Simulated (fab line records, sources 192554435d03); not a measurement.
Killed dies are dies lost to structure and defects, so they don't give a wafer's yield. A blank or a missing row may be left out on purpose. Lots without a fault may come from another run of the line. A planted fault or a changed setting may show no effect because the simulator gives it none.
fab line records | flow n5_finfet
record lots=24 wafers=72 last_day=19
route steps=1938 shown BEOL_M9@1418
lots that met no fault: from a run of the same line without faults
start_h: hours from the record's first day to the start of the lot's first wafer shown | wait_h: hours since the lot's step before | " the same as in the row above | L1.1+2: a row that stands for several wafers | - no value, or no start given | * or withheld: withheld | < > ~ a bound
route shown NAME@n: a module of which the file shows steps, and the number in the route of the first | usual: mean/standard deviation of fault-free wafers | same: alike in all rows | chamber/n: place in a boat | sites: the reading at each site | _std_site: their standard deviation | _edge_site: outer sites' mean less inner sites' | radius_mm: how far each site lies from the wafer's centre | mask NAME#n: copy n | behind: the tool/chamber that last shaped the wafer | hold: why the lot was held/for how many hours/how that ended | device: the transistor (n, p or np) that didn't switch | end of line: the same wafers' tests at the end of the route | a step without rows: its recipe alone | killed: dies lost to structure and defects at the first sort, not the wafer's yield | map: a wafer's dies, x killed, . not, _ none there
set.NAME: the setting as run; set.NAME@STEP: as run at that earlier step | model.NAME: the simulator's own value behind a step, which no gauge read
steps of the route over a sample of lots; a table a step, a row a wafer
services: from which hour (start_h, from the record's first day; less than 0 if before it) a tool's chamber was out of use, for how many hours, and why
## steps
# step N5_BEOL_M9_ETCH_61
# recipe chemistry=CF4 target=SiARC target_depth_a=390 mask_material=CAR-ArF time_s=65 ion_energy_ev=80 pressure_mtorr=40 source_w=545 bias_w=36 Ar_flow_sccm=100 cf4_flow_sccm=100 ends=cleared
# usual cf4_flow_sccm=100.03/0.28 drypump_motor_current_A=5.9/0.5 etch_rf_on_time_s=65.1/2 mfc_ar_sccm=100.02/0.3 oes_product_au=0.67/0.087 rf_vpp_V=183.8/1.1 showerhead_plenum_p_Torr=2.14/0.063 throttle_valve_pct=15.59/0.27
# columns lot.wafer tool chamber start_h wait_h cf4_flow_sccm drypump_motor_current_A etch_rf_on_time_s mfc_ar_sccm oes_product_au rf_hours_counter_h rf_vpp_V showerhead_plenum_p_Torr throttle_valve_pct
L074.1 rie_diel-05 1 213.55 0.0 100.49 5.7 67.8 100.45 0.59 214 182.0 2.04 15.94
L074.2 " 2 " " 99.86 6.7 65.0 100.26 0.59 239 184.8 2.12 15.72
L074.6 " 3 " " 100.29 5.2 64.2 100.63 0.62 - 181.5 2.14 15.76
L077.2 rie_diel-05 1 230.39 0.0 100.32 5.7 69.0 99.71 0.59 219 181.9 2.04 15.95
L077.3 " 2 " " 100.36 6.7 65.1 100.11 0.60 244 183.5 2.12 15.72
L077.5 " 3 " " 99.90 5.2 64.7 100.32 0.61 - 183.5 2.14 15.76
L075.2 rie_diel-05 1 235.50 0.0 100.09 5.7 68.2 100.36 0.58 220 183.5 2.04 15.95
L075.3 " 2 " " 99.62 6.7 64.3 99.75 0.59 246 183.0 2.12 15.73
L075.5 " 3 " " 99.86 5.2 64.2 100.10 0.62 - 185.4 2.14 15.78
L079.1 rie_diel-02 2 241.77 0.0 99.66 5.8 63.4 99.87 0.60 234 183.5 2.11 15.78
L079.3 " 0 " " 100.16 6.5 65.5 99.96 0.61 168 184.1 2.12 15.85
L079.4 " 3 " " 99.53 6.5 66.0 100.34 0.66 128 183.4 2.05 15.74
L078.3 rie_diel-05 1 241.78 0.0 99.59 5.7 68.1 99.83 0.58 222 182.2 2.04 15.95
L078.4 " 3 " " 100.25 5.2 64.6 100.25 0.61 213 183.4 2.14 15.78
L078.6 " 0 " " 100.28 6.0 64.5 100.26 0.76 - 184.1 2.19 15.21
L076.3 rie_diel-05 0 242.30 0.0 100.18 6.0 64.9 99.87 0.77 25 184.1 2.19 15.20
L076.4 " 3 " " 100.40 5.2 65.3 99.51 0.62 213 185.3 2.14 15.77
L076.5 " 0 " " 99.45 6.0 64.6 99.76 0.76 - 185.3 2.19 15.21
L081.4 rie_diel-05 3 274.23 0.0 100.22 5.2 64.2 100.30 0.61 224 183.6 2.13 15.82
L081.5 " 0 " " 99.86 6.0 63.8 99.21 0.75 - 184.6 2.19 15.21
L081.6 " 1 " " 100.65 5.7 69.5 99.94 0.57 - 182.2 2.04 15.98
L082.1 rie_diel-06 2 274.33 0.0 100.25 6.7 64.5 100.14 0.60 244 182.3 2.04 15.95
L082.2 " 1 " " 99.89 5.8 66.2 99.71 0.63 169 183.6 2.05 15.38
L082.4 " 3 " " 99.62 5.5 62.7 99.61 0.61 194 184.5 2.22 15.86
L083.1 rie_diel-05 0 278.53 0.0 99.77 6.0 65.1 100.08 0.74 36 185.7 2.19 15.21
L083.4 " 2 " " 100.18 6.8 64.2 100.34 0.82 3 183.6 2.12 15.26
L083.5 " 2 " " 100.28 6.7 64.3 100.04 0.81 - 181.9 2.12 15.26
L080.3 rie_diel-02 1 279.44 0.0 100.76 5.7 68.6 100.18 0.58 202 183.8 2.20 15.69
L080.4 " 3 " " 100.23 6.5 66.1 100.09 0.64 140 183.2 2.05 15.74
L080.5 " 0 " " 99.89 6.5 64.5 100.47 0.61 - 182.3 2.12 15.86
L084.4 rie_diel-02 1 282.17 0.0 100.17 5.7 68.1 99.76 0.59 203 185.8 2.20 15.67
L084.5 " 1 " " 99.79 5.7 68.0 99.89 0.58 - 184.1 2.20 15.69
L084.6 " 0 " " 99.83 6.6 65.2 99.74 0.61 - 183.6 2.12 15.85
L085.1 rie_diel-05 1 284.78 0.0 100.45 5.7 69.8 100.29 0.57 235 182.9 2.04 15.98
L085.2 " 0 " " 100.45 6.0 64.9 100.88 0.74 39 185.5 2.18 15.23
L085.6 " 0 " " 100.27 6.0 64.7 99.95 0.74 - 184.2 2.18 15.23
L086.2 rie_diel-02 3 298.38 0.0 99.58 6.5 64.9 100.34 0.65 145 183.5 2.05 15.79
L086.3 " 1 " " 100.24 5.7 68.5 99.96 0.58 208 185.2 2.20 15.71
L086.4 " 2 " " 99.85 5.8 62.5 99.66 0.58 250 183.9 2.10 15.83
L090.1 rie_diel-05 1 310.29 0.0 100.08 5.7 69.9 99.95 0.57 242 183.6 2.03 15.98
L090.2 " 2 " " 99.69 6.7 64.1 100.42 0.78 13 184.4 2.12 15.27
L090.4 " 0 " " 100.14 6.0 64.4 99.99 0.73 46 186.6 2.18 15.24
L087.2 rie_diel-02 2 325.90 0.0 100.13 5.8 61.0 100.32 0.88 1 183.1 2.10 15.35
L087.3 " 3 " " 100.06 6.5 64.6 100.29 0.64 155 183.1 2.04 15.79
L087.4 " 1 " " 99.91 5.7 67.0 99.82 0.58 217 185.1 2.20 15.72
L088.1 rie_diel-05 3 326.27 0.0 99.76 5.2 64.6 100.18 0.59 240 182.5 2.13 15.84
L088.3 " 0 " " 99.80 6.0 64.5 99.85 0.73 51 184.1 2.18 15.25
L088.5 " 1 " " 100.42 5.7 68.6 100.42 0.58 - 182.8 2.03 16.00
L089.2 rie_diel-06 3 332.20 0.0 100.56 5.6 63.3 99.59 0.60 210 186.0 2.21 15.90
L089.4 " 2 " " 100.43 6.7 63.0 100.04 0.84 4 185.7 2.29 15.53
L089.5 " 2 " " 100.48 6.7 62.8 100.25 0.84 - 185.7 2.29 15.52
L091.2 rie_diel-05 2 332.89 0.0 100.02 6.7 64.3 99.79 0.76 20 184.0 2.11 15.28
L091.4 " 0 " " 99.58 5.9 64.6 100.05 0.72 54 184.9 2.18 15.26
L091.5 " 2 " " 100.36 6.8 64.5 99.43 0.76 - 183.0 2.11 15.26
L092.1 rie_diel-06 1 357.69 0.0 99.95 5.8 67.0 100.00 0.61 191 183.3 2.04 15.43
L092.2 " 2 " " 99.96 6.7 62.3 100.19 0.82 12 183.7 2.29 15.54
L092.3 " 0 " " 100.47 6.5 64.5 99.60 0.70 82 184.6 2.18 15.46
L094.2 rie_diel-05 0 371.72 0.1 100.04 5.9 63.5 99.48 0.72 - 183.5 2.17 15.28
L094.3 " 0 " " 100.26 6.0 64.0 99.97 0.71 - 183.8 2.17 15.29
L094.4 " 0 " " 99.70 5.9 63.7 99.86 0.72 - 184.8 2.17 15.28
L097.2 rie_diel-05 0 376.62 0.0 99.95 5.9 64.7 99.74 0.70 69 184.7 2.17 15.29
L097.4 " 0 " " 99.95 5.9 64.5 99.80 0.70 - 183.1 2.17 15.29
L097.6 " 0 " " 99.77 6.0 64.7 100.36 0.69 - 185.0 2.17 15.29
L093.1 rie_diel-05 3 377.20 0.0 100.45 5.2 62.3 100.38 0.84 2 182.4 2.12 15.39
L093.2 " 0 " " 100.40 6.0 64.7 100.02 0.70 70 183.2 2.17 15.28
L093.4 " 3 " " 100.51 5.2 62.5 99.75 0.84 - 183.5 2.12 15.40
L096.2 rie_diel-06 0 382.63 0.0 100.05 6.4 63.6 99.82 0.69 92 184.1 2.17 15.46
L096.3 " 3 " " 100.17 5.6 62.6 100.25 0.59 224 183.6 2.21 15.91
L096.5 " 1 " " 99.96 5.8 67.8 100.00 0.60 - 181.2 2.04 15.46
L095.3 rie_diel-06 2 386.80 0.0 99.99 6.7 62.4 100.48 0.81 14 185.3 2.29 15.54
L095.4 " 0 " " 99.91 6.4 64.7 100.51 0.69 93 184.5 2.17 15.47
L095.5 " 1 " " 100.22 5.8 68.4 100.20 0.60 - 183.2 2.04 15.46
# step N5_BEOL_M9_CD_MEAS_18
# recipe pitch_nm=140 target_cd_nm=70
# usual cd_nm=70.0/0.65
# columns lot.wafer tool chamber start_h wait_h cd_nm
L074.1 cd_sem-01 - 213.96 0.0 69.2
L074.2 " - " " 68.9
L074.6 " - " " 69.5
L077.2 cd_sem-01 - 230.81 0.1 67.8
L077.3 " - " " 69.2
L077.5 " - " " 69.6
L075.2 cd_sem-03 - 236.02 0.1 69.9
L075.3 " - " " 70.6
L075.5 " - " " 70.4
L079.1 cd_sem-02 - 242.29 0.0 70.5
L079.3 " - " " 69.5
L079.4 " - " " 71.0
L078.3 cd_sem-01 - 242.31 0.1 70.0
L078.4 " - " " 70.0
L078.6 " - " " 70.1
L076.3 cd_sem-01 - 242.72 0.1 69.6
L076.4 " - " " 70.8
L076.5 " - " " 69.2
L081.4 cd_sem-02 - 274.65 0.1 70.8
L081.5 " - " " 70.0
L081.6 " - " " 69.5
L082.1 cd_sem-01 - 274.75 0.0 70.2
L082.2 " - " " 70.1
L082.4 " - " " 69.9
L083.1 cd_sem-03 - 279.18 0.0 68.9
L083.4 " - " " 70.0
L083.5 " - " " 69.8
L080.3 cd_sem-01 - 280.26 0.1 70.5
L080.4 " - " " 70.7
L080.5 " - " " 69.9
L084.4 cd_sem-02 - 282.67 0.1 69.3
L084.5 " - " " 70.1
L084.6 " - " " 69.9
L085.1 cd_sem-02 - 285.26 0.0 70.0
L085.2 " - " " 69.4
L085.6 " - " " 69.5
L086.2 cd_sem-03 - 298.83 0.1 69.4
L086.3 " - " " 69.7
L086.4 " - " " 69.6
L090.1 cd_sem-02 - 310.70 0.0 69.2
L090.2 " - " " 70.4
L090.4 " - " " 68.7
L087.2 cd_sem-02 - 326.32 0.1 70.2
L087.3 " - " " 70.4
L087.4 " - " " 69.6
L088.1 cd_sem-01 - 326.69 0.0 71.2
L088.3 " - " " 69.5
L088.5 " - " " 70.9
L089.2 cd_sem-02 - 332.62 0.1 69.5
L089.4 " - " " 68.7
L089.5 " - " " 69.7
L091.2 cd_sem-01 - 333.35 0.1 70.7
L091.4 " - " " 71.2
L091.5 " - " " 70.6
L092.1 cd_sem-01 - 358.11 0.0 70.6
L092.2 " - " " 70.3
L092.3 " - " " 70.6
L094.2 cd_sem-03 - 372.61 0.1 70.2
L094.3 " - " " 70.4
L094.4 " - " " 70.5
L097.2 cd_sem-03 - 377.16 0.1 70.1
L097.4 " - " " 70.0
L097.6 " - " " 70.5
L093.1 cd_sem-01 - 377.73 0.0 70.4
L093.2 " - " " 70.1
L093.4 " - " " 69.4
L096.2 cd_sem-02 - 383.17 0.1 70.7
L096.3 " - " " 71.1
L096.5 " - " " 69.6
L095.3 cd_sem-02 - 387.22 0.1 70.7
L095.4 " - " " 70.1
L095.5 " - " " 69.9
# step N5_BEOL_M9_STRIP_80
# recipe chemistry=N2/H2 time_s=10 power_w=450 temp_c=40 pressure_mtorr=20 rf_frequency_hz=6e+07 bias_power_w=7 n2_flow_sccm=200 h2_flow_sccm=200
# usual drypump_motor_current_A=6.0/0.49 h2_flow_sccm=200.0/0.55 oes_product_au=0.77/0.094 rf_vpp_V=59.1/0.87 showerhead_plenum_p_Torr=2.52/0.076 temp_c=40.01/0.12 throttle_valve_pct=23.68/0.27
# columns lot.wafer tool chamber start_h wait_h drypump_motor_current_A h2_flow_sccm oes_product_au rf_hours_counter_h rf_vpp_V showerhead_plenum_p_Torr temp_c throttle_valve_pct
L074.1 rie_diel-06 3 - - 5.6 199.8 0.72 178 59.4 2.63 40.00 23.81
L074.2 " 2 " " 6.7 199.8 0.70 226 57.3 2.40 39.93 23.77
L074.6 " 1 " " 5.8 200.2 0.77 - 59.5 2.45 40.17 23.45
L077.2 rie_diel-02 1 - - 5.7 200.0 0.71 188 60.0 2.63 40.03 23.72
L077.3 " 2 " " 5.8 200.0 0.69 230 59.8 2.51 39.95 23.56
L077.5 " 2 " " 5.8 199.5 0.68 - 59.0 2.51 39.86 23.58
L075.2 rie_diel-02 2 - - 5.8 198.9 0.69 232 59.2 2.51 40.03 23.57
L075.3 " 3 " " 6.5 200.3 0.76 127 58.7 2.44 40.20 24.14
L075.5 " 2 " " 5.9 199.1 0.69 - 60.2 2.51 40.11 23.57
L079.1 rie_diel-02 0 - - 6.6 200.4 0.72 170 59.9 2.54 40.03 24.00
L079.3 " 2 " " 5.9 199.1 0.68 235 61.2 2.51 39.73 23.58
L079.4 " 1 " " 5.7 199.6 0.70 193 59.0 2.62 39.90 23.73
L078.3 rie_diel-06 3 - - 5.6 199.9 0.70 187 60.1 2.62 40.06 23.82
L078.4 " 0 " " 6.5 199.4 0.89 - 59.5 2.57 40.01 23.61
L078.6 " 2 " " 6.7 200.4 0.69 - 59.0 2.40 40.12 23.77
L076.3 rie_diel-02 1 - - 5.7 199.6 0.70 193 58.4 2.63 39.96 23.73
L076.4 " 2 " " 5.9 199.8 0.68 236 58.0 2.51 40.05 23.58
L076.5 " 2 " " 5.9 200.4 0.68 - 58.2 2.51 40.03 23.58
L082.1 rie_diel-06 3 - - 5.6 200.2 0.70 195 59.8 2.62 39.82 23.83
L082.2 " 1 " " 5.8 198.8 0.75 170 58.5 2.44 39.97 23.45
L082.4 " 0 " " 6.5 199.7 0.88 60 58.9 2.57 40.17 23.62
L081.4 rie_diel-02 0 - - 6.6 200.3 0.72 176 60.3 2.53 40.22 23.99
L081.5 " 1 " " 5.7 199.6 0.69 - 58.8 2.62 39.91 23.75
L081.6 " 2 " " 5.8 201.0 0.68 - 59.3 2.50 39.88 23.60
L083.1 rie_diel-02 2 - - 5.8 200.3 0.68 245 59.1 2.50 40.06 23.58
L083.4 " 1 " " 5.7 199.7 0.69 203 59.9 2.62 39.99 23.74
L083.5 " 0 " " 6.6 199.8 0.72 - 59.6 2.53 39.90 24.00
L080.3 rie_diel-05 2 - - 6.8 200.7 0.95 5 59.9 2.51 39.83 23.23
L080.4 " 1 " " 5.7 200.3 0.68 234 59.1 2.41 40.06 24.09
L080.5 " 3 " " 5.2 199.6 0.71 - 58.0 2.50 40.08 23.73
L084.4 rie_diel-05 3 - - 5.2 199.9 0.70 228 58.8 2.50 40.13 23.74
L084.5 " 3 " " 5.2 200.5 0.71 - 56.9 2.50 39.77 23.73
L084.6 " 0 " " 6.0 199.7 0.86 - 59.3 2.58 39.84 23.23
L085.1 rie_diel-06 1 - - 5.8 200.0 0.75 171 58.4 2.44 39.75 23.49
L085.2 " 3 " " 5.5 199.5 0.70 196 59.2 2.62 39.93 23.84
L085.6 " 1 " " 5.8 200.3 0.75 - 57.4 2.44 39.81 23.46
L086.2 rie_diel-05 1 - - 5.7 199.9 0.67 240 58.9 2.41 39.93 24.09
L086.3 " 2 " " 6.8 200.0 0.94 10 59.7 2.51 39.95 23.25
L086.4 " 3 " " 5.2 199.5 0.70 233 59.4 2.50 40.13 23.73
L090.1 rie_diel-05 2 - - 6.8 199.5 0.94 13 58.9 2.51 40.06 23.23
L090.2 " 0 " " 5.9 199.3 0.85 46 59.2 2.58 40.01 23.22
L090.4 " 3 " " 5.2 200.6 0.70 235 61.2 2.50 40.13 23.73
L088.1 rie_diel-02 1 - - 5.7 198.9 0.68 217 58.7 2.61 39.85 23.77
L088.3 " 2 " " 5.9 201.1 1.01 1 59.5 2.50 39.92 23.39
L088.5 " 3 " " 6.5 200.3 0.75 - 57.7 2.43 39.81 24.17
L087.2 rie_diel-06 0 - - 6.4 199.9 0.86 73 59.7 2.56 39.90 23.63
L087.3 " 2 " " 6.7 200.2 0.99 3 58.8 2.71 40.07 23.60
L087.4 " 3 " " 5.6 199.8 0.69 208 57.7 2.61 39.77 23.85
L089.2 rie_diel-05 1 - - 5.7 200.8 0.67 248 58.8 2.41 40.21 24.09
L089.4 " 2 " " 6.8 199.1 0.92 20 59.7 2.50 39.99 23.24
L089.5 " 3 " " 5.2 200.1 0.69 - 58.1 2.49 40.00 23.74
L091.2 rie_diel-06 1 - - 5.8 199.5 0.74 184 58.5 2.44 40.21 23.48
L091.4 " 3 " " 5.6 200.2 0.69 210 59.7 2.61 40.14 23.86
L091.5 " 3 " " 5.6 201.0 0.69 - 60.4 2.61 40.11 23.85
L092.1 rie_diel-06 1 - - 5.8 200.9 0.73 192 58.8 2.44 40.14 23.49
L092.2 " 0 " " 6.5 199.5 0.84 83 58.2 2.56 40.12 23.65
L092.3 " 1 " " 5.8 201.2 0.73 - 58.2 2.43 40.07 23.51
L094.2 rie_diel-06 0 - - 6.4 201.1 0.84 89 58.9 2.56 40.02 23.67
L094.3 " 1 " " 5.8 199.4 0.72 198 59.2 2.43 39.92 23.50
L094.4 " 0 " " 6.4 201.1 0.84 - 60.9 2.56 39.98 23.66
L097.2 rie_diel-05 0 - - 5.9 200.3 0.82 71 59.0 2.57 40.06 23.26
L097.4 " 3 " " 5.2 199.6 0.98 - 59.6 2.49 40.00 23.57
L097.6 " 0 " " 5.9 201.0 0.83 - 58.5 2.57 40.01 23.25
L093.1 rie_diel-06 3 - - 5.6 200.1 0.68 223 59.6 2.61 39.85 23.87
L093.2 " 1 " " 5.8 200.0 0.73 200 58.3 2.43 40.33 23.51
L093.4 " 3 " " 5.6 200.8 0.68 - 58.4 2.61 40.04 23.88
L096.2 rie_diel-05 0 - - 5.9 199.8 0.82 73 59.3 2.57 39.91 23.27
L096.3 " 3 " " 5.2 200.2 0.98 5 58.0 2.49 40.22 23.55
L096.5 " 1 " " 5.8 199.4 0.66 - 58.3 2.40 40.14 24.10
L095.3 rie_diel-06 1 - - 5.8 199.2 0.72 203 59.2 2.43 40.14 23.50
L095.4 " 2 " " 6.7 199.5 0.94 14 60.4 2.71 40.12 23.59
L095.5 " 2 " " 6.7 200.2 0.94 - 60.6 2.71 40.04 23.62
# step N5_BEOL_M9_CD_MEAS_35
# recipe target_cd_nm=70 target_cd_y_nm=40 polarity=opening
# usual cd_nm=70.0/0.63
# columns lot.wafer tool chamber start_h wait_h cd_nm
L074.1 cd_sem-01 - 215.93 0.0 69.0
L074.2 " - " " 69.1
L074.6 " - " " 69.2
L077.2 cd_sem-01 - 232.08 0.0 68.0
L077.3 " - " " 69.5
L077.5 " - " " 69.5
L075.2 cd_sem-01 - 237.17 0.0 69.9
L075.3 " - " " 70.4
L075.5 " - " " 70.8
L079.1 cd_sem-03 - 248.00 0.0 70.2
L079.3 " - " " 69.7
L079.4 " - " " 70.5
L078.3 cd_sem-03 - 248.17 0.0 70.0
L078.4 " - " " 70.4
L078.6 " - " " 69.9
L076.3 cd_sem-03 - 248.55 0.0 69.6
L076.4 " - " " 70.8
L076.5 " - " " 69.5
L082.1 cd_sem-02 - 276.39 0.0 70.3
L082.2 " - " " 70.5
L082.4 " - " " 69.5
L081.4 cd_sem-01 - 276.73 0.0 70.7
L081.5 " - " " 69.7
L081.6 " - " " 70.0
L083.1 cd_sem-03 - 282.11 0.0 69.2
L083.4 " - " " 69.7
L083.5 " - " " 69.9
L080.3 cd_sem-01 - 282.28 0.0 70.1
L080.4 " - " " 70.3
L080.5 " - " " 69.8
L084.4 cd_sem-03 - 284.27 0.0 69.4
L084.5 " - " " 69.4
L084.6 " - " " 69.9
L085.1 cd_sem-01 - 288.11 0.0 70.6
L085.2 " - " " 69.3
L085.6 " - " " 69.2
L086.2 cd_sem-01 - 304.31 0.0 69.2
L086.3 " - " " 69.3
L086.4 " - " " 70.1
L090.1 cd_sem-03 - 313.12 0.0 69.6
L090.2 " - " " 70.2
L090.4 " - " " 68.9
L088.1 cd_sem-03 - 328.21 0.0 71.3
L088.3 " - " " 69.5
L088.5 " - " " 70.7
L087.2 cd_sem-03 - 328.38 0.0 70.2
L087.3 " - " " 70.8
L087.4 " - " " 69.6
L089.2 cd_sem-03 - 333.78 0.0 69.1
L089.4 " - " " 69.2
L089.5 " - " " 70.3
L091.2 cd_sem-02 - 334.62 0.0 70.7
L091.4 " - " " 71.3
L091.5 " - " " 71.0
L092.1 cd_sem-02 - 360.80 0.0 70.6
L092.2 " - " " 70.4
L092.3 " - " " 70.4
L094.2 cd_sem-01 - 373.65 0.0 69.9
L094.3 " - " " 70.8
L094.4 " - " " 70.1
L093.1 cd_sem-01 - 379.96 0.0 70.0
L093.2 " - " " 70.1
L093.4 " - " " 69.7
L097.2 cd_sem-03 - 379.99 0.0 69.9
L097.4 " - " " 69.8
L097.6 " - " " 70.6
L096.2 cd_sem-03 - 385.64 0.0 70.2
L096.3 " - " " 70.6
L096.5 " - " " 69.4
L095.3 cd_sem-03 - 389.49 0.0 70.8
L095.4 " - " " 70.0
L095.5 " - " " 70.2
# step N5_BEOL_M9_CURE_72
# recipe temp_c=370 time_s=120 ambient=DMADMS/He material=SiCOH_lowk
# usual lamp_power_pct=52.31/0.057 wafer_temp_C_max=371.4/0.42
# columns lot.wafer tool chamber start_h wait_h lamp_power_pct wafer_temp_C_max
L074.1 uv_cure-01 2 215.97 0.0 52.35 372.0
L074.2 " 2 " " 52.26 372.4
L074.6 " 2 " " 52.29 371.9
L077.2 uv_cure-01 1 232.17 0.1 52.27 371.6
L077.3 " 1 " " 52.40 370.8
L077.5 " 1 " " 52.34 371.7
L075.2 uv_cure-02 1 237.31 0.1 52.24 371.7
L075.3 " 1 " " 52.35 371.2
L075.5 " 1 " " 52.35 371.9
L079.1 uv_cure-02 2 248.04 0.0 52.24 372.0
L079.3 " 2 " " 52.31 371.2
L079.4 " 2 " " 52.28 371.2
L078.3 uv_cure-03 2 248.31 0.1 52.32 371.1
L078.4 " 2 " " 52.32 371.7
L078.6 " 2 " " 52.43 371.6
L076.3 uv_cure-03 0 248.68 0.1 52.24 371.5
L076.4 " 0 " " 52.28 371.4
L076.5 " 0 " " 52.35 371.3
L082.1 uv_cure-01 1 276.43 0.0 52.31 371.1
L082.2 " 1 " " 52.23 371.5
L082.4 " 1 " " 52.35 371.0
L081.4 uv_cure-01 1 276.92 0.2 52.44 371.1
L081.5 " 1 " " 52.29 371.4
L081.6 " 1 " " 52.28 371.4
L083.1 uv_cure-02 0 282.16 0.0 52.23 371.1
L083.4 " 0 " " 52.28 371.3
L083.5 " 0 " " 52.27 371.5
L080.3 uv_cure-02 0 282.56 0.3 52.31 371.4
L080.4 " 0 " " 52.27 371.4
L080.5 " 0 " " 52.38 371.0
L084.4 uv_cure-02 0 284.45 0.2 52.33 371.8
L084.5 " 0 " " 52.31 371.3
L084.6 " 0 " " 52.33 371.5
L085.1 uv_cure-02 2 288.15 0.0 52.36 372.2
L085.2 " 2 " " 52.35 372.4
L085.6 " 2 " " 52.27 372.0
L086.2 uv_cure-01 1 304.40 0.1 52.34 371.0
L086.3 " 1 " " 52.38 371.0
L086.4 " 1 " " 52.32 371.3
L090.1 uv_cure-03 2 313.16 0.0 52.32 370.9
L090.2 " 2 " " 52.38 371.1
L090.4 " 2 " " 52.25 371.3
L088.1 uv_cure-01 0 328.25 0.0 52.35 371.3
L088.3 " 0 " " 52.48 372.2
L088.5 " 0 " " 52.24 372.2
L087.2 uv_cure-02 2 328.52 0.1 52.40 371.8
L087.3 " 2 " " 52.33 371.5
L087.4 " 2 " " 52.37 371.5
L089.2 uv_cure-03 2 333.87 0.1 52.23 371.3
L089.4 " 2 " " 52.26 371.1
L089.5 " 2 " " 52.40 371.0
L091.2 uv_cure-03 2 334.71 0.1 52.35 371.0
L091.4 " 2 " " 52.35 371.1
L091.5 " 2 " " 52.24 371.1
L092.1 uv_cure-03 2 361.06 0.3 52.31 371.2
L092.2 " 2 " " 52.30 370.9
L092.3 " 2 " " 52.30 371.8
L094.2 uv_cure-03 0 373.74 0.1 52.37 371.4
L094.3 " 0 " " 52.35 371.3
L094.4 " 0 " " 52.27 371.7
L093.1 uv_cure-03 0 380.00 0.0 52.28 371.4
L093.2 " 0 " " 52.35 370.9
L093.4 " 0 " " 52.30 371.5
L097.2 uv_cure-01 0 380.28 0.3 52.29 372.0
L097.4 " 0 " " 52.22 371.7
L097.6 " 0 " " 52.26 371.5
L096.2 uv_cure-03 2 385.73 0.1 52.28 371.2
L096.3 " 2 " " 52.34 371.1
L096.5 " 2 " " 52.21 371.1
L095.3 uv_cure-03 0 389.63 0.1 52.44 370.9
L095.4 " 0 " " 52.29 370.7
L095.5 " 0 " " 52.24 370.9
# step N5_BEOL_M9_DEGAS_44
# recipe ambient=vacuum temp_c=250 time_s=60
# usual heater_power_w=339/21
# columns lot.wafer tool chamber start_h wait_h heater_power_w
L074.1 pvd_sputter-02 - 217.25 1.2 399
L074.2 " - " " 316
L074.6 " - " " 344
L077.2 pvd_sputter-03 - 234.42 2.2 320
L077.3 " - " " 356
L077.5 " - " " 330
L075.2 pvd_sputter-03 - 240.86 3.5 353
L075.3 " - " " 331
L075.5 " - " " 347
L079.1 pvd_sputter-01 - 248.67 0.5 344
L079.3 " - " " 355
L079.4 " - " " 315
L078.3 pvd_sputter-01 - 248.93 0.6 333
L078.4 " - " " 341
L078.6 " - " " 335
L076.3 pvd_sputter-03 - 249.12 0.4 324
L076.4 " - " " 345
L076.5 " - " " 340
L082.1 pvd_sputter-01 - 276.80 0.3 339
L082.2 " - " " 325
L082.4 " - " " 325
L081.4 pvd_sputter-02 - 277.32 0.4 322
L081.5 " - " " 407
L081.6 " - " " 326
L083.1 pvd_sputter-02 - 282.48 0.3 389
L083.4 " - " " 326
L083.5 " - " " 343
L080.3 pvd_sputter-01 - 282.94 0.3 349
L080.4 " - " " 318
L080.5 " - " " 351
L084.4 pvd_sputter-01 - 286.40 1.9 351
L084.5 " - " " 315
L084.6 " - " " 342
L085.1 pvd_sputter-01 - 288.47 0.3 313
L085.2 " - " " 341
L085.6 " - " " 341
L086.2 pvd_sputter-01 - 304.89 0.4 333
L086.3 " - " " 343
L086.4 " - " " 311
L090.1 pvd_sputter-01 - 313.48 0.3 340
L090.2 " - " " 336
L090.4 " - " " 325
L088.1 pvd_sputter-02 - 328.75 0.5 325
L088.3 " - " " 343
L088.5 " - " " 318
L087.2 pvd_sputter-01 - 329.10 0.5 315
L087.3 " - " " 356
L087.4 " - " " 339
L089.2 pvd_sputter-02 - 334.31 0.4 337
L089.4 " - " " 326
L089.5 " - " " 405
L091.2 pvd_sputter-03 - 335.41 0.6 341
L091.4 " - " " 321
L091.5 " - " " 328
L092.1 pvd_sputter-03 - 361.48 0.4 320
L092.2 " - " " 352
L092.3 " - " " 354
L094.2 pvd_sputter-02 - 374.31 0.5 394
L094.3 " - " " 317
L094.4 " - " " 338
L093.1 pvd_sputter-01 - 380.42 0.4 352
L093.2 " - " " 341
L093.4 " - " " 334
L097.2 pvd_sputter-01 - 380.70 0.4 354
L097.4 " - " " 349
L097.6 " - " " 357
L096.2 pvd_sputter-01 - 386.09 0.3 336
L096.3 " - " " 338
L096.5 " - " " 339
L095.3 pvd_sputter-03 - 389.92 0.2 366
L095.4 " - " " 325
L095.5 " - " " 328
## services
# columns tool chamber start_h hours kind
uv_cure-02 - 195.46 1.0 pm
rie_diel-05 1 198.10 1.3 repair
uv_cure-01 - 213.00 2.1 pm
rie_diel-06 3 216.58 5.0 repair
rie_diel-06 1 240.99 8.6 repair
rie_diel-05 2 250.56 - clean
rie_diel-05 2 250.56 - consumable_replace:focus_ring
rie_diel-05 2 250.56 17.4 scheduled_down
rie_diel-05 2 250.56 17.4 vent_cycle
uv_cure-03 - 270.70 6.0 pm
uv_cure-03 - 277.73 9.2 repair
rie_diel-06 2 304.96 - clean
rie_diel-06 2 304.96 - consumable_replace:focus_ring
rie_diel-06 1 319.92 6.7 repair
rie_diel-06 3 357.07 4.4 repair
rie_diel-05 3 357.31 - clean
rie_diel-05 3 357.31 - consumable_replace:focus_ring
rie_diel-05 3 357.31 14.6 scheduled_down
rie_diel-05 3 357.31 14.6 vent_cycle
uv_cure-02 - 358.39 5.2 repair
rie_diel-05 2 361.93 29.1 repair
pvd_sputter-01 - 370.77 4.7 repair
uv_cure-01 - 380.65 0.6 repair
uv_cure-02 - 384.53 23.9 repair
## key
fault none
